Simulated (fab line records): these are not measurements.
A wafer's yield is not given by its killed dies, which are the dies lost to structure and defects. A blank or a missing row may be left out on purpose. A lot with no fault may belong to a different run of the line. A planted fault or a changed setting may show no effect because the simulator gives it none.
Which tool was responsible? | flow nand harc | at 1 step of a route of 1159, 6 lots with 18 wafers sampled

WHAT THE GAUGES READ, wafer by wafer
NHARC_A_SGD_CUT_THK_MEAS_22: measures by ellipsometry.
lot  | measured     | on            | thk nm (nm)
L630 | day 14 09:41 | film metro-01 | 149.1 148.0 149.0
L633 | day 14 18:40 | film metro-02 | 149.4 148.2 147.5
L637 | day 15 22:31 | film metro-01 | 150.7 148.1 149.1
L635 | day 16 04:16 | film metro-01 | 146.7 147.8 147.0
L641 | day 17 08:09 | film metro-02 | 149.4 147.4 150.1
L648 | day 18 20:45 | film metro-01 | 148.5 151.3 150.3

WHICH TOOL RAN EACH LOT (tool, then ch and the chambers of the sampled wafers, then the start)
The record holds no process step before these readings.

THE ANSWER, worked out from the rows above alone
Rule: the lots themselves supply what counts as usual. The widest of any qualifying gaps counts: lots, ordered by their means at a reading, are off when they make up no more than a third of the lots, leave a main group of 4 or more, and stand apart from it by 3 or more times the standard deviation of that group's means. Not used: any main group whose means are identical at the precision the tables above print for the reading. A lot without any number at a reading at which 4 lots or more have one is off too. All remaining lots with rows at the step are treated as sound.
No lot is off at any reading shown: from this, nothing can be told.

WHAT THE SIMULATOR PUT IN
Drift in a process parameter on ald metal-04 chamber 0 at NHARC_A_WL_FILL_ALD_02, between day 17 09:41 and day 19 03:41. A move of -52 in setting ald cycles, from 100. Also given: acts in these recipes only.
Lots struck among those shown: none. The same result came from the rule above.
